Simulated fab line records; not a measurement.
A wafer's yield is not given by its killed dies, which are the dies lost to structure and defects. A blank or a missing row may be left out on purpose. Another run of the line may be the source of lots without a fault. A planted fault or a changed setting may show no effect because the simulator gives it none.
Lot-split experiment :: flow n5_finfet :: on a route of 1938 steps: 7 lots, 39 wafers read

ON THE SPLIT
At N5_MIM_BOT_SPUTTER_00 (material TiN, target thk 35 nm, time 89.7 s), the setting target_thk_a was moved away from the recipe's 350 angstrom on 12 of the 39 wafers read, by -56.5% to -34.8%. For the rest of the wafers, this setting stayed at what the recipe calls for.

The reading comes from the split's own step.

THE READING
TiN_of_MIM_BOT_SPUTTER_00.thk_nm (the simulator's own value, which no gauge read), in nm, at N5_MIM_BOT_SPUTTER_00 (material TiN, target thk 35 nm, time 89.7 s). No usual value for it is given in the file. Across the 27 wafers here that went through the recipe, the average is 34.7 nm and the standard deviation 0.51 nm.

wafer: L075.1
tool, chamber at the split: pvd_sputter-02, -
target_thk_a as run, angstrom: 350
against the recipe: recipe
TiN_of_MIM_BOT_SPUTTER_00.thk_nm, nm: 35.2
against lot-mates on the recipe: -

wafer: L075.2
tool, chamber at the split: pvd_sputter-02, -
target_thk_a as run, angstrom: 350
against the recipe: recipe
TiN_of_MIM_BOT_SPUTTER_00.thk_nm, nm: 35.2
against lot-mates on the recipe: -

wafer: L075.3
tool, chamber at the split: pvd_sputter-02, -
target_thk_a as run, angstrom: 350
against the recipe: recipe
TiN_of_MIM_BOT_SPUTTER_00.thk_nm, nm: 35.4
against lot-mates on the recipe: -

wafer: L075.6
tool, chamber at the split: pvd_sputter-02, -
target_thk_a as run, angstrom: 350
against the recipe: recipe
TiN_of_MIM_BOT_SPUTTER_00.thk_nm, nm: 35.4
against lot-mates on the recipe: -

wafer: L075.4
tool, chamber at the split: pvd_sputter-02, -
target_thk_a as run, angstrom: 350
against the recipe: recipe
TiN_of_MIM_BOT_SPUTTER_00.thk_nm, nm: 35
against lot-mates on the recipe: -

wafer: L075.5
tool, chamber at the split: pvd_sputter-02, -
target_thk_a as run, angstrom: 350
against the recipe: recipe
TiN_of_MIM_BOT_SPUTTER_00.thk_nm, nm: 35
against lot-mates on the recipe: -

wafer: L085.1
tool, chamber at the split: pvd_sputter-02, -
target_thk_a as run, angstrom: 350
against the recipe: recipe
TiN_of_MIM_BOT_SPUTTER_00.thk_nm, nm: 34.2
against lot-mates on the recipe: -

wafer: L085.2
tool, chamber at the split: pvd_sputter-02, -
target_thk_a as run, angstrom: 216.6
against the recipe: -38.1%
TiN_of_MIM_BOT_SPUTTER_00.thk_nm, nm: 21
against lot-mates on the recipe: -13.5

wafer: L085.3
tool, chamber at the split: pvd_sputter-02, -
target_thk_a as run, angstrom: 216.6
against the recipe: -38.1%
TiN_of_MIM_BOT_SPUTTER_00.thk_nm, nm: 21.4
against lot-mates on the recipe: -13.1

wafer: L085.4
tool, chamber at the split: pvd_sputter-02, -
target_thk_a as run, angstrom: 216.6
against the recipe: -38.1%
TiN_of_MIM_BOT_SPUTTER_00.thk_nm, nm: 20.8
against lot-mates on the recipe: -13.7

wafer: L085.5
tool, chamber at the split: pvd_sputter-02, -
target_thk_a as run, angstrom: 350
against the recipe: recipe
TiN_of_MIM_BOT_SPUTTER_00.thk_nm, nm: 34.4
against lot-mates on the recipe: -

wafer: L085.6
tool, chamber at the split: pvd_sputter-02, -
target_thk_a as run, angstrom: 350
against the recipe: recipe
TiN_of_MIM_BOT_SPUTTER_00.thk_nm, nm: 34.8
against lot-mates on the recipe: -

wafer: L092.1
tool, chamber at the split: pvd_sputter-01, -
target_thk_a as run, angstrom: 350
against the recipe: recipe
TiN_of_MIM_BOT_SPUTTER_00.thk_nm, nm: 34.4
against lot-mates on the recipe: -

wafer: L092.4
tool, chamber at the split: pvd_sputter-01, -
target_thk_a as run, angstrom: 350
against the recipe: recipe
TiN_of_MIM_BOT_SPUTTER_00.thk_nm, nm: 34
against lot-mates on the recipe: -

wafer: L092.5
tool, chamber at the split: pvd_sputter-01, -
target_thk_a as run, angstrom: 350
against the recipe: recipe
TiN_of_MIM_BOT_SPUTTER_00.thk_nm, nm: 34
against lot-mates on the recipe: -

wafer: L091.1
tool, chamber at the split: pvd_sputter-01, -
target_thk_a as run, angstrom: 152.3
against the recipe: -56.5%
TiN_of_MIM_BOT_SPUTTER_00.thk_nm, nm: 15.2
against lot-mates on the recipe: -19.5

wafer: L091.2
tool, chamber at the split: pvd_sputter-01, -
target_thk_a as run, angstrom: 152.3
against the recipe: -56.5%
TiN_of_MIM_BOT_SPUTTER_00.thk_nm, nm: 15.4
against lot-mates on the recipe: -19.3

wafer: L091.3
tool, chamber at the split: pvd_sputter-01, -
target_thk_a as run, angstrom: 350
against the recipe: recipe
TiN_of_MIM_BOT_SPUTTER_00.thk_nm, nm: 34.8
against lot-mates on the recipe: -

wafer: L091.4
tool, chamber at the split: pvd_sputter-01, -
target_thk_a as run, angstrom: 350
against the recipe: recipe
TiN_of_MIM_BOT_SPUTTER_00.thk_nm, nm: 34
against lot-mates on the recipe: -

wafer: L091.5
tool, chamber at the split: pvd_sputter-01, -
target_thk_a as run, angstrom: 350
against the recipe: recipe
TiN_of_MIM_BOT_SPUTTER_00.thk_nm, nm: 35.2
against lot-mates on the recipe: -

wafer: L091.6
tool, chamber at the split: pvd_sputter-01, -
target_thk_a as run, angstrom: 152.3
against the recipe: -56.5%
TiN_of_MIM_BOT_SPUTTER_00.thk_nm, nm: 14.8
against lot-mates on the recipe: -19.9

wafer: L095.1
tool, chamber at the split: pvd_sputter-01, -
target_thk_a as run, angstrom: 152.6
against the recipe: -56.4%
TiN_of_MIM_BOT_SPUTTER_00.thk_nm, nm: 15.2
against lot-mates on the recipe: -19.0

wafer: L095.2
tool, chamber at the split: pvd_sputter-01, -
target_thk_a as run, angstrom: 350
against the recipe: recipe
TiN_of_MIM_BOT_SPUTTER_00.thk_nm, nm: 34.6
against lot-mates on the recipe: -

wafer: L095.6
tool, chamber at the split: pvd_sputter-01, -
target_thk_a as run, angstrom: 350
against the recipe: recipe
TiN_of_MIM_BOT_SPUTTER_00.thk_nm, nm: 34.6
against lot-mates on the recipe: -

wafer: L095.3
tool, chamber at the split: pvd_sputter-01, -
target_thk_a as run, angstrom: 152.6
against the recipe: -56.4%
TiN_of_MIM_BOT_SPUTTER_00.thk_nm, nm: 14.6
against lot-mates on the recipe: -19.6

wafer: L095.4
tool, chamber at the split: pvd_sputter-01, -
target_thk_a as run, angstrom: 350
against the recipe: recipe
TiN_of_MIM_BOT_SPUTTER_00.thk_nm, nm: 33.4
against lot-mates on the recipe: -

wafer: L095.5
tool, chamber at the split: pvd_sputter-01, -
target_thk_a as run, angstrom: 152.6
against the recipe: -56.4%
TiN_of_MIM_BOT_SPUTTER_00.thk_nm, nm: 13.8
against lot-mates on the recipe: -20.4

wafer: L094.1
tool, chamber at the split: pvd_sputter-03, -
target_thk_a as run, angstrom: 350
against the recipe: recipe
TiN_of_MIM_BOT_SPUTTER_00.thk_nm, nm: 34.2
against lot-mates on the recipe: -

wafer: L094.6
tool, chamber at the split: pvd_sputter-03, -
target_thk_a as run, angstrom: 350
against the recipe: recipe
TiN_of_MIM_BOT_SPUTTER_00.thk_nm, nm: 34.2
against lot-mates on the recipe: -

wafer: L094.2
tool, chamber at the split: pvd_sputter-03, -
target_thk_a as run, angstrom: 350
against the recipe: recipe
TiN_of_MIM_BOT_SPUTTER_00.thk_nm, nm: 34.8
against lot-mates on the recipe: -

wafer: L094.3
tool, chamber at the split: pvd_sputter-03, -
target_thk_a as run, angstrom: 350
against the recipe: recipe
TiN_of_MIM_BOT_SPUTTER_00.thk_nm, nm: 34.4
against lot-mates on the recipe: -

wafer: L094.5
tool, chamber at the split: pvd_sputter-03, -
target_thk_a as run, angstrom: 350
against the recipe: recipe
TiN_of_MIM_BOT_SPUTTER_00.thk_nm, nm: 34.4
against lot-mates on the recipe: -

wafer: L094.4
tool, chamber at the split: pvd_sputter-03, -
target_thk_a as run, angstrom: 350
against the recipe: recipe
TiN_of_MIM_BOT_SPUTTER_00.thk_nm, nm: 35.2
against lot-mates on the recipe: -

wafer: L096.1
tool, chamber at the split: pvd_sputter-03, -
target_thk_a as run, angstrom: 350
against the recipe: recipe
TiN_of_MIM_BOT_SPUTTER_00.thk_nm, nm: 34.6
against lot-mates on the recipe: -

wafer: L096.2
tool, chamber at the split: pvd_sputter-03, -
target_thk_a as run, angstrom: 228.2
against the recipe: -34.8%
TiN_of_MIM_BOT_SPUTTER_00.thk_nm, nm: 22.6
against lot-mates on the recipe: -12.3

wafer: L096.3
tool, chamber at the split: pvd_sputter-03, -
target_thk_a as run, angstrom: 228.2
against the recipe: -34.8%
TiN_of_MIM_BOT_SPUTTER_00.thk_nm, nm: 22.4
against lot-mates on the recipe: -12.5

wafer: L096.4
tool, chamber at the split: pvd_sputter-03, -
target_thk_a as run, angstrom: 350
against the recipe: recipe
TiN_of_MIM_BOT_SPUTTER_00.thk_nm, nm: 35.4
against lot-mates on the recipe: -

wafer: L096.5
tool, chamber at the split: pvd_sputter-03, -
target_thk_a as run, angstrom: 350
against the recipe: recipe
TiN_of_MIM_BOT_SPUTTER_00.thk_nm, nm: 34.8
against lot-mates on the recipe: -

wafer: L096.6
tool, chamber at the split: pvd_sputter-03, -
target_thk_a as run, angstrom: 228.2
against the recipe: -34.8%
TiN_of_MIM_BOT_SPUTTER_00.thk_nm, nm: 22.2
against lot-mates on the recipe: -12.7

THE FIT
A straight line over all 39 wafers: TiN_of_MIM_BOT_SPUTTER_00.thk_nm changes by +0.352 nm for each +1% of target_thk_a; r = +1.00; the points scatter about the line by 0.49 nm.
The same after taking each lot's own level away (the mean of its wafers on the recipe; 39 wafers): +0.349 nm for each +1%; r = +1.00; scatter 0.38 nm.
That fit puts the effect of the largest move of target_thk_a on the reading at 20 nm.
The span of the lots' own levels, 34.13 to 35.20 nm, comes to 2.1 times the standard deviation stated above.
Consequently the slope shifts little with the lot-to-lot level, the two slopes agreeing.
Check: with one of the wafers moved furthest among these (-56.5%) left out of the fit, the line predicts -19.8 nm for it against its lot-mates. It came out at -19.5 nm against them.

FILE'S OWN FIT
TiN_of_MIM_BOT_SPUTTER_00.thk_nm changes by +0.35 nm for each +1% of target_thk_a, r = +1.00.
